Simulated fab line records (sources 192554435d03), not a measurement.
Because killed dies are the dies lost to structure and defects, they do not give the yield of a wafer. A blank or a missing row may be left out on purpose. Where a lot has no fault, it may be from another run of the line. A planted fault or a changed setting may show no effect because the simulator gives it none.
fab line records	flow n5Finfet
record lots=9	wafers=25	lastDay=16
route steps=1938 shown BEOL_M1@816 BEOL_M4@1111 PASSIVATION@1936
lots with no fault: from the same line, run without faults
startH: hours from the record's opening day to when the first of the lot's shown wafers began	waitH: how many hours have passed since the lot's step before this one	" repeats the value in the row above	L1.1+2: several wafers, shown together as one row	- no value, or no start given	* or withheld: withheld	< > ~ a bound
route shown NAME@n: names a module that has steps shown in the file, with the first one's number in the route	usual: mean and standard deviation over wafers with no fault	same: alike in all rows	chamber/n: place in a boat	sites: each site's reading	_std_site: the standard deviation of these	_edge_site: the outer-site mean with the inner-site mean subtracted	radiusMm: how far each site lies from the wafer's centre	mask NAME#n: copy n	behind: tool/chamber where the wafer was last shaped	hold: what put the lot on hold/how long, in hours/how the hold closed	device: whichever transistor did not switch (one of n, p or np)	end of line: tests of these same wafers at the route's end	where a step has no rows: the recipe by itself	killed: dies lost to structure and defects at the first sort, not the wafer's yield	map: a wafer's dies, marking killed ones x, the rest . and places with no die _
set.NAME: the run value of the setting; set.NAME@STEP: its run value at that earlier step	model.NAME: the simulator's own value behind a step, which no gauge read
a sample of lots followed through the steps of the route, with each step as a table and each wafer as a row
services: when a tool's chamber went out of use (startH, in hours from the record's first day, below 0 if earlier), for how many hours, and the reason
## steps
# step N5_BEOL_M1_SPUTTER_79
# recipe material=Cu	targetThkA=45	tempC=-20	chamberPressurePa=0.07	powerW=withheld	timeS=8.29
# usual chuckGasFlowSccm=1.26/0.05	throttleValvePct=29.9/1.3
lot.wafer	tool	chamber	startH	waitH	chuckGasFlowSccm	throttleValvePct
L877.3	pvdSputter-03	-	127.02	0.1	1.26	29.3
L877.4	"	-	"	"	1.29	31.2
L877.5	"	-	"	"	1.30	31.2
L878.2	pvdSputter-03	-	143.52	0.1	1.40	31.4
L878.3	"	-	"	"	1.28	30.5
L878.5	"	-	"	"	1.27	29.2
L879.2	pvdSputter-01	-	148.36	0.1	1.28	27.6
L879.4	"	-	"	"	1.33	30.4
L879.6	"	-	"	"	1.20	29.7
L882.1	pvdSputter-03	-	158.41	0.1	1.21	31.4
L882.2	"	-	"	"	1.36	31.1
L882.6	"	-	"	"	1.22	31.3
L884.2	pvdSputter-03	-	176.59	0.1	1.31	31.2
L884.3	"	-	"	"	1.29	30.3
L887.2	pvdSputter-03	-	189.17	0.1	1.25	30.5
L887.3	"	-	"	"	1.20	31.0
L895.3	pvdSputter-01	-	240.60	0.1	1.27	29.8
L895.5	"	-	"	"	1.31	27.2
L895.6	"	-	"	"	1.12	26.9
L898.2	pvdSputter-03	-	249.24	0.1	1.21	31.0
L898.4	"	-	"	"	1.28	31.0
L898.6	"	-	"	"	1.24	31.2
L899.1	pvdSputter-01	-	260.49	0.1	1.20	30.4
L899.2	"	-	"	"	1.18	29.8
L899.6	"	-	"	"	1.21	30.5
# step N5_BEOL_M1_ANNEAL_80
# recipe tempC=400	timeS=240	ambient=vacuum
# usual heaterPowerW=808/84	susceptor_temp_C_max=401.0/0.37
lot.wafer	tool	chamber	startH	waitH	heaterPowerW	susceptor_temp_C_max
L877.3	pvdSputter-03	-	127.10	0.0	829	400.9
L877.4	"	-	"	"	845	401.6
L877.5	"	-	"	"	841	401.2
L878.2	pvdSputter-03	-	143.60	0.0	814	401.5
L878.3	"	-	"	"	744	401.2
L878.5	"	-	"	"	827	400.9
L879.2	pvdSputter-01	-	148.44	0.0	814	401.4
L879.4	"	-	"	"	918	401.0
L879.6	"	-	"	"	1030	402.1
L882.1	pvdSputter-03	-	158.49	0.0	865	400.8
L882.2	"	-	"	"	809	401.2
L882.6	"	-	"	"	839	401.3
L884.2	pvdSputter-03	-	176.67	0.0	821	401.4
L884.3	"	-	"	"	723	401.3
L887.2	pvdSputter-03	-	189.25	0.0	727	401.4
L887.3	"	-	"	"	844	401.0
L895.3	pvdSputter-01	-	240.68	0.0	981	401.5
L895.5	"	-	"	"	819	400.7
L895.6	"	-	"	"	758	400.9
L898.2	pvdSputter-03	-	249.32	0.0	826	401.3
L898.4	"	-	"	"	726	401.8
L898.6	"	-	"	"	870	400.9
L899.1	pvdSputter-01	-	260.57	0.0	897	400.6
L899.2	"	-	"	"	1008	401.6
L899.6	"	-	"	"	904	400.8
# step N5_BEOL_M1_ANNEAL_51
# recipe tempC=225	timeS=90	ambient=N2
# usual wafer_temp_C_max=225.71/0.29
lot.wafer	tool	chamber	startH	waitH	wafer_temp_C_max
L877.3	rtpAnneal-01	0	128.85	0.1	225.45
L877.4	"	0	"	"	225.83
L877.5	"	0	"	"	225.49
L878.2	rtpAnneal-01	0	145.30	0.1	225.90
L878.3	"	0	"	"	225.66
L878.5	"	0	"	"	225.39
L879.2	rtpAnneal-01	0	150.14	0.1	225.54
L879.4	"	0	"	"	225.32
L879.6	"	0	"	"	225.34
L882.1	rtpAnneal-02	0	160.20	0.1	226.02
L882.2	"	0	"	"	225.61
L882.6	"	0	"	"	226.04
L884.2	rtpAnneal-01	0	178.53	0.3	225.48
L884.3	"	0	"	"	225.56
L887.2	rtpAnneal-02	0	190.95	0.1	225.82
L887.3	"	0	"	"	225.61
L895.3	rtpAnneal-02	0	242.67	0.3	225.62
L895.5	"	0	"	"	226.09
L895.6	"	0	"	"	225.94
L898.2	rtpAnneal-02	0	252.38	0.1	225.65
L898.4	"	0	"	"	226.51
L898.6	"	0	"	"	225.76
L899.1	rtpAnneal-01	0	262.50	0.3	225.42
L899.2	"	0	"	"	225.27
L899.6	"	0	"	"	225.52
# step N5_BEOL_M1_CMP_52
# recipe stopOn=SiOC	tOverpolishS=6.8	downForcePsi=1	platenRpm=50	clearingPlatenDownForcePsi=1.5	clearingPlatenRpm=50	postCmpClean=cuAlkaline	targetThkNm=40	clearingPlatenPadVelocityMS=0.99484	padVelocityMS=0.99484
# usual barrierFieldEndpointS=24.6/0.56	motorCurrentA=6.3/0.6	overpolishRunS=6.801/0.0091	timeToEndpointS=63.4/2.4
lot.wafer	tool	chamber	startH	waitH	barrierFieldEndpointS	motorCurrentA	overpolishRunS	timeToEndpointS
L877.4	cmp-02	2	129.06	0.1	25.4	5.4	6.804	61.9
L877.3	"	3	"	"	24.4	6.1	6.783	60.0
L877.5	"	2	"	"	24.0	5.7	6.793	58.4
L878.3	cmp-03	3	145.56	0.2	24.2	6.1	6.786	62.9
L878.2	"	1	"	"	24.8	6.2	6.792	63.5
L878.5	"	3	"	"	24.0	6.4	6.799	60.8
L879.2	cmp-02	2	150.47	0.3	24.1	5.3	6.780	62.7
L879.4	"	3	"	"	24.2	6.3	6.796	60.2
L879.6	"	2	"	"	23.9	5.4	6.795	61.5
L882.2	cmp-02	3	160.78	0.5	41.1	6.3	0.043	80.7
L882.1	"	1	"	"	24.5	6.3	6.796	64.1
L882.6	"	2	"	"	25.9	5.7	6.801	69.0
L884.3	cmp-02	1	178.79	0.2	41.1	5.9	0.043	80.9
L884.2	"	3	"	"	41.1	6.2	0.046	81.9
L887.3	cmp-02	1	191.20	0.2	41.1	6.3	0.044	81.8
L887.2	"	2	"	"	41.1	5.4	0.040	81.1
L895.3	cmp-01	1	242.99	0.3	24.4	8.1	6.804	64.1
L895.6	"	2	"	"	24.1	6.3	6.804	61.6
L895.5	"	3	"	"	24.5	5.8	6.802	62.9
L898.2	cmp-02	3	252.64	0.2	24.4	6.1	6.792	64.1
L898.4	"	0	"	"	25.1	6.8	6.788	66.6
L898.6	"	3	"	"	25.0	6.2	6.797	66.2
L899.1	cmp-02	0	262.83	0.3	24.9	6.3	6.793	65.7
L899.2	"	2	"	"	25.4	5.3	6.792	67.3
L899.6	"	3	"	"	24.8	6.5	6.795	65.2
# step N5_BEOL_M1_THK_MEAS_53
# recipe thkMeasGauge=xrf	reads=Cu_of_BEOL_M1_ECD_50
# usual M1_THK=39.9/1.5
lot.wafer	tool	chamber	startH	waitH	M1_THK[nm]
L877.3	filmMetro-01	-	129.35	-	39.6
L877.4	"	-	"	"	41.8
L877.5	"	-	"	"	42.2
L878.2	filmMetro-02	-	145.85	-	41.1
L878.3	"	-	"	"	38.9
L878.5	"	-	"	"	40.2
L879.2	filmMetro-01	-	150.77	-	39.4
L879.4	"	-	"	"	40.2
L879.6	"	-	"	"	40.2
L882.1	filmMetro-01	-	161.04	-	41.4
L882.2	"	-	"	"	155.3
L882.6	"	-	"	"	40.4
L884.2	filmMetro-02	-	179.08	-	147.9
L884.3	"	-	"	"	149.8
L887.2	filmMetro-01	-	191.50	-	171.4
L887.3	"	-	"	"	152.5
L895.3	filmMetro-01	-	243.17	-	38.6
L895.5	"	-	"	"	38.0
L895.6	"	-	"	"	40.2
L898.2	filmMetro-02	-	252.93	-	42.2
L898.4	"	-	"	"	43.2
L898.6	"	-	"	"	43.3
L899.1	filmMetro-02	-	263.09	-	38.5
L899.2	"	-	"	"	39.4
L899.6	"	-	"	"	40.3
# step N5_BEOL_M1_INSPECT_59
# recipe inspectInstrument=darkfield	mode=postDep
# usual rawDefectCount=67/19
lot.wafer	tool	chamber	startH	waitH	rawDefectCount
L877.3	defectInspect-01	-	129.64	0.0	77
L877.4	"	-	"	"	68
L877.5	"	-	"	"	74
L878.2	defectInspect-02	-	146.14	0.0	37
L878.3	"	-	"	"	88
L878.5	"	-	"	"	56
L879.2	defectInspect-01	-	151.05	0.0	52
L879.4	"	-	"	"	67
L879.6	"	-	"	"	56
L882.1	defectInspect-02	-	161.33	0.0	122
L882.2	"	-	"	"	1580
L882.6	"	-	"	"	85
L884.2	defectInspect-02	-	179.40	0.0	1528
L884.3	"	-	"	"	1538
L887.2	defectInspect-01	-	191.88	0.0	1590
L887.3	"	-	"	"	1585
L895.3	defectInspect-02	-	243.46	0.0	95
L895.5	"	-	"	"	48
L895.6	"	-	"	"	64
L898.2	defectInspect-02	-	253.27	0.0	67
L898.4	"	-	"	"	58
L898.6	"	-	"	"	62
L899.1	defectInspect-02	-	263.37	0.0	62
L899.2	"	-	"	"	49
L899.6	"	-	"	"	60
# step N5_BEOL_M4_RC_MEAS_101
# usual DIBL_N=36.3/1.2	DIBL_P=36.1/1.6	IOFF_N=0.161/0.023	IOFF_P=0.209/0.027	ION_N=676/8.9	ION_P=462/5.3	SS_N=71.5/0.51	SS_P=73.2/0.5	VT_N=249.1/2.5	VT_P=-249.9/2.8
lot.wafer	tool	chamber	startH	waitH	DIBL_N[mV/V]	DIBL_P[mV/V]	IOFF_N[nA/um]	IOFF_P[nA/um]	ION_N[uA/um]	ION_P[uA/um]	SS_N[mV/dec]	SS_P[mV/dec]	VT_N[mV]	VT_P[mV]
L877.3	prober-02	0	156.33	0.3	36.5	36.8	0.164	0.203	671	460	71.8	72.7	246.1	-251.8
L877.4	"	0	"	"	35.7	35.0	0.142	0.183	672	457	70.8	73.3	247.2	-253.2
L877.5	"	0	"	"	34.8	33.1	0.129	0.157	667	451	71.7	73.5	250.9	-255.5
L878.2	prober-01	0	176.29	0.2	36.1	35.6	0.155	0.203	683	462	71.5	72.9	248.2	-249.9
L878.3	"	0	"	"	35.8	36.2	0.145	0.211	671	461	70.9	72.7	248.5	-250.4
L878.5	"	0	"	"	37.7	38.1	0.185	0.249	689	471	71.6	73.9	246.0	-247.5
L879.2	prober-01	0	180.05	0.2	36.8	35.5	0.161	0.221	675	463	71.3	73.0	250.1	-248.8
L879.4	"	0	"	"	37.7	35.8	0.174	0.220	674	466	71.2	73.1	250.3	-249.0
L879.6	"	0	"	"	36.8	34.7	0.162	0.213	664	460	71.5	73.5	248.5	-247.3
L882.1	prober-02	0	196.58	0.0	37.6	36.7	0.184	0.262	682	471	71.5	73.2	245.7	-246.9
L882.6	"	0	"	"	37.9	37.3	0.192	0.272	678	465	71.8	73.4	248.0	-243.8
L895.3	prober-02	0	275.00	0.3	38.6	37.3	0.201	0.248	679	465	72.6	73.9	247.0	-248.7
L895.5	"	0	"	"	36.7	34.8	0.159	0.206	669	455	71.6	73.2	250.7	-250.7
L895.6	"	0	"	"	37.9	36.1	0.188	0.235	688	474	71.8	73.5	248.7	-246.2
L898.2	prober-02	0	284.75	0.2	34.3	35.7	0.117	0.192	663	461	71.9	72.9	254.1	-252.3
L898.4	"	0	"	"	35.8	36.9	0.135	0.214	666	463	71.0	73.7	254.6	-249.9
L898.6	"	0	"	"	36.0	37.6	0.138	0.222	673	467	71.6	73.1	254.9	-250.0
L899.1	prober-01	0	294.29	0.0	35.6	36.5	0.161	0.215	666	461	71.9	73.0	249.0	-250.2
L899.2	"	0	"	"	36.1	37.8	0.182	0.238	681	461	71.8	73.9	246.7	-247.1
L899.6	"	0	"	"	36.0	37.2	0.166	0.222	677	462	72.7	73.7	248.1	-251.9
# step N5_PASSIVATION_PROBE_49
# usual defectLimitedYield=91.3/1.5	killed_at_M0_to_M3=35/10	killed_at_M4_up=13/5.3	killedAtContacts=12/5.7	killedAtFrontEnd=39/11	killedAtOther=3.3/2.7	killedDies=102/18	killedOnRim=13/4	killedOpen=67/13	killedShort=34/7.8	sort_bin_5_function=5.1/1	sort_bin_6_memory=3.3/0.68	sortNPass=1078/18	sortYieldPct=91.3/1.5
# same grossDies=1180	killedAtBackSide=0	sort_bin_4_leakage[%]=0	sort_bin_8_speed[%]=0
lot.wafer	tool	chamber	startH	waitH	defectLimitedYield[%]	killed_at_M0_to_M3	killed_at_M4_up	killedAtContacts	killedAtFrontEnd	killedAtOther	killedDies	killedOnRim	killedOpen	killedShort	sort_bin_5_function[%]	sort_bin_6_memory[%]	sortNPass	sortYieldPct[%]
L879.2	prober-01	-	279.59	0.5	89.1	39	15	22	51	2	129	17	87	40	6.5	4.3	1051	89.1
L879.4	prober-01	-	279.69	0.6	89.9	41	8	22	44	4	119	15	78	40	5.7	4.4	1061	89.9
L879.6	prober-01	-	279.79	0.7	90.2	28	19	9	55	5	116	11	82	32	5.8	3.3	1064	90.2
L882.1	prober-01	-	290.76	0.0	92.6	23	17	9	32	6	87	10	53	32	4.9	2.1	1093	92.6
L882.2	prober-01	-	290.81	0.1	0	1119	15	18	24	4	1180	152	62	32	4.0	3.9	0	0
L882.6	prober-01	-	291.01	0.3	90.8	28	16	20	38	6	108	18	68	37	5.4	3.3	1072	90.8
L884.2	prober-01	-	309.01	0.1	0	1093	21	21	43	2	1180	152	88	28	6.0	3.3	0	0
L884.3	prober-01	-	309.06	0.1	0	1091	13	24	47	5	1180	152	75	32	4.5	4.3	0	0
L887.2	prober-02	-	334.05	0.1	0	1130	9	9	30	2	1180	152	59	36	5.1	2.9	0	0
L887.3	prober-02	-	334.10	0.1	0	1105	15	16	41	3	1180	152	64	48	5.8	3.4	0	0
# killed by level:class
L879.2 FIN_SAQP:geometricParticle:short=19 MOL_CONTACT_COAG:geometricParticle:open=19 STI_FIN_REVEAL:geometricParticle:open=14 BEOL_M0_SAQP:geometricParticle:open=11 BEOL_M1:geometricParticle:open=10 BEOL_M4:geometricParticle:open=7 BEOL_M0_SAQP:geometricParticle:short=5 BEOL_M3:geometricParticle:open=5
L879.4 MOL_CONTACT_COAG:geometricParticle:open=20 BEOL_M0_SAQP:geometricParticle:short=14 BEOL_M0_SAQP:geometricParticle:open=14 STI_FIN_REVEAL:geometricParticle:open=13 DUMMY_GATE:geometricParticle:open=6 STI_FIN_REVEAL:geometricParticle:short=5 GATE_CUT:geometricParticle:open=4 BEOL_M1:geometricParticle:open=4
L879.6 STI_FIN_REVEAL:geometricParticle:open=18 FIN_SAQP:geometricParticle:open=8 BEOL_M4:geometricParticle:open=8 MOL_CONTACT_COAG:geometricParticle:open=7 BEOL_M3:geometricParticle:open=7 FIN_SAQP:geometricParticle:short=6 DUMMY_GATE:geometricParticle:open=6 GATE_CUT:geometricParticle:short=5
L882.1 FIN_SAQP:geometricParticle:short=8 FIN_SAQP:geometricParticle:open=7 MOL_CONTACT_COAG:geometricParticle:open=6 BEOL_M1:geometricParticle:open=6 BEOL_M0_SAQP:geometricParticle:open=5 STARTING-WAFER:geometricParticle:short=4 GATE_CUT:geometricParticle:short=4 DUMMY_GATE:geometricParticle:open=3
L882.2 BEOL_M1:areaCmp=1085 MOL_CONTACT_COAG:geometricParticle:open=11 BEOL_M1:geometricParticle:open=10 MOL_CONTACT_COAG:geometricParticle:short=7 BEOL_M0_SAQP:geometricParticle:open=7 FIN_SAQP:geometricParticle:short=6 BEOL_M4:geometricParticle:open=6 BEOL_M3:geometricParticle:open=5
L882.6 FIN_SAQP:geometricParticle:open=13 MOL_CONTACT_COAG:geometricParticle:open=10 MOL_CONTACT_COAG:geometricParticle:short=10 STI_FIN_REVEAL:geometricParticle:open=7 FIN_SAQP:geometricParticle:short=6 BEOL_M1:geometricParticle:open=6 BEOL_M2:geometricParticle:open=6 BEOL_M0:geometricParticle:short=5
L884.2 BEOL_M1:areaCmp=1064 MOL_CONTACT_COAG:geometricParticle:open=16 FIN_SAQP:geometricParticle:open=14 BEOL_M2:geometricParticle:open=12 BEOL_M4:geometricParticle:open=11 DUMMY_GATE:geometricParticle:open=7 BEOL_M0_SAQP:geometricParticle:short=7 BEOL_M0_SAQP:geometricParticle:open=6
L884.3 BEOL_M1:areaCmp=1072 MOL_CONTACT_COAG:geometricParticle:open=21 FIN_SAQP:geometricParticle:open=16 FIN_SAQP:geometricParticle:short=9 STI_FIN_REVEAL:geometricParticle:open=7 BEOL_M0_SAQP:geometricParticle:open=5 BEOL_M4:geometricParticle:short=5 BEOL_M4:geometricParticle:open=4
L887.2 BEOL_M1:areaCmp=1084 BEOL_M0_SAQP:geometricParticle:short=18 STI_FIN_REVEAL:geometricParticle:open=10 BEOL_M0:geometricParticle:open=10 BEOL_M0_SAQP:geometricParticle:open=7 FIN_SAQP:geometricParticle:short=5 MOL_CONTACT_COAG:geometricParticle:open=5 FIN_SAQP:geometricParticle:open=4
L887.3 BEOL_M1:areaCmp=1068 BEOL_M0_SAQP:geometricParticle:short=17 MOL_CONTACT_COAG:geometricParticle:open=14 FIN_SAQP:geometricParticle:short=10 BEOL_M0_SAQP:geometricParticle:open=7 STARTING-WAFER:geometricParticle:open=7 FIN_SAQP:geometricParticle:open=5 STI_FIN_REVEAL:geometricParticle:open=5
## services
tool	chamber	startH	hours	kind
cmp-02	-	132.53	4.0	pm
cmp-02	-	136.53	-	consumableReplace:conditioner
cmp-02	-	136.53	-	consumableReplace:pad
cmp-03	-	142.93	1.2	repair
cmp-01	-	160.18	2.3	repair
cmp-03	-	164.27	0.9	repair
cmp-03	-	175.11	3.4	pm
cmp-03	-	195.42	1.8	repair
cmp-02	-	227.66	5.5	pm
cmp-01	-	227.77	4.0	pm
cmp-01	-	231.77	-	consumableReplace:conditioner
cmp-01	-	231.77	-	consumableReplace:pad
cmp-03	-	238.32	4.0	pm
cmp-03	-	242.32	-	consumableReplace:conditioner
cmp-03	-	242.32	-	consumableReplace:pad
cmp-01	-	250.96	2.1	repair
## key
firstSign step=N5_BEOL_M1_CMP_52	reading=overpolishRunS	direction=down	sigmas=99+	usual=6.801	struck=0.043
effect step=N5_BEOL_M1_CMP_52	reading=barrierFieldEndpointS	direction=up	sigmas=30	usual=24.6	struck=41.1
effect step=N5_BEOL_M1_THK_MEAS_53	reading=M1_THK	direction=up	sigmas=78	usual=39.9	struck=155.4
effect step=N5_BEOL_M1_INSPECT_59	reading=rawDefectCount	direction=up	sigmas=81	usual=67	struck=1564
effect step=N5_PASSIVATION_PROBE_49	reading=killed_at_M0_to_M3	direction=up	sigmas=99+	usual=35	struck=1108
moreKillsBornAt N5_BEOL_M1_CMP_52@cmp-02=5373
metAt N5_BEOL_M1_CMP_52
struckLots L882,L884,L887
struckWafers L882.2,L884.2,L884.3,L887.2,L887.3
laterRowsLeftOut L882.2,L884.2,L884.3,L887.2,L887.3
notActingAt N5_BEOL_M1_SPUTTER_79,N5_BEOL_M1_ANNEAL_80,N5_BEOL_M1_ANNEAL_51
onsetBetween 150.47 160.78
fault kind=processParameterDrift	tool=cmp-02	chamber=-	onsetH=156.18	steps=N5_BEOL_M1_CMP_52	channel=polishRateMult	offset=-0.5	shape=step	endH=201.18	scope=struckWafersOnly
# laterRowsLeftOut: the simulator's readings of these wafers behind a module that went badly wrong aren't trusted and aren't shown, but for the sort
